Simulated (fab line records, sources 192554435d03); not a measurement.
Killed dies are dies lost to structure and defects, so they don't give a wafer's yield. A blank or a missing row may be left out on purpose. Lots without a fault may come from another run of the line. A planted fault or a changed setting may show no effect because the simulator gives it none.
Chamber matching | flow n5_finfet | N5_FIN_SAQP_MANDREL_ETCH_58 on rie_si-03: 4 sister chambers
The step etches a-Si in HBr/Cl2, stops on SiNx, target depth 45 nm, bt time 10 s, time 27 s. 8 wafers are shown with their chamber, then 7 later ones without.

WAFERS WITH THEIR CHAMBER
wafer  | chamber | drypump_motor_current_A (A) | throttle_valve_pct (%)
L080.2 | 1       | 6.0                         | 35.61
L080.5 | 0       | 5.9                         | 35.23
L083.5 | 3       | 6.0                         | 35.59
L083.6 | 1       | 6.1                         | 35.59
L086.2 | 0       | 5.9                         | 35.25
L086.6 | 3       | 6.0                         | 35.57
L095.1 | 2       | 5.0                         | 35.59
L095.5 | 2       | 5.0                         | 35.58

WAFERS WITHOUT THEIR CHAMBER
wafer  | drypump_motor_current_A (A) | throttle_valve_pct (%)
L095.6 | 6.1                         | 35.60
L096.1 | 5.0                         | 35.59
L096.2 | 6.0                         | 35.57
L096.4 | 6.1                         | 35.59
L097.3 | 6.0                         | 35.59
L097.4 | 5.0                         | 35.58
L097.6 | 5.9                         | 35.24

WHICH CHAMBER EACH WENT THROUGH
wafer  | from the rows above     | in truth
L095.6 | can't be placed: 1 or 3 | 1
L096.1 | 2                       | 2
L096.2 | can't be placed: 3 or 1 | 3
L096.4 | can't be placed: 1 or 3 | 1
L097.3 | can't be placed: 3 or 1 | 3
L097.4 | 2                       | 2
L097.6 | 0                       | 0
Placed correctly: 3 of 7. Can't be placed from these rows: 4 (the true chamber is among the candidates in 4). Placed wrongly: 0.
How it was worked out, from the rows above alone: a wafer's distance from a chamber is the root of the sum, over the readings, of the square of ((its reading less the chamber's mean) divided by the reading's scatter). The wafer belongs to the nearest chamber; if the next one is less than 2 further off, it can't be placed. A chamber's mean is the mean of its shown wafers. The scatter: the root of (the sum of the squares of (reading less its chamber's mean) over the shown wafers, divided by (wafers less chambers)).
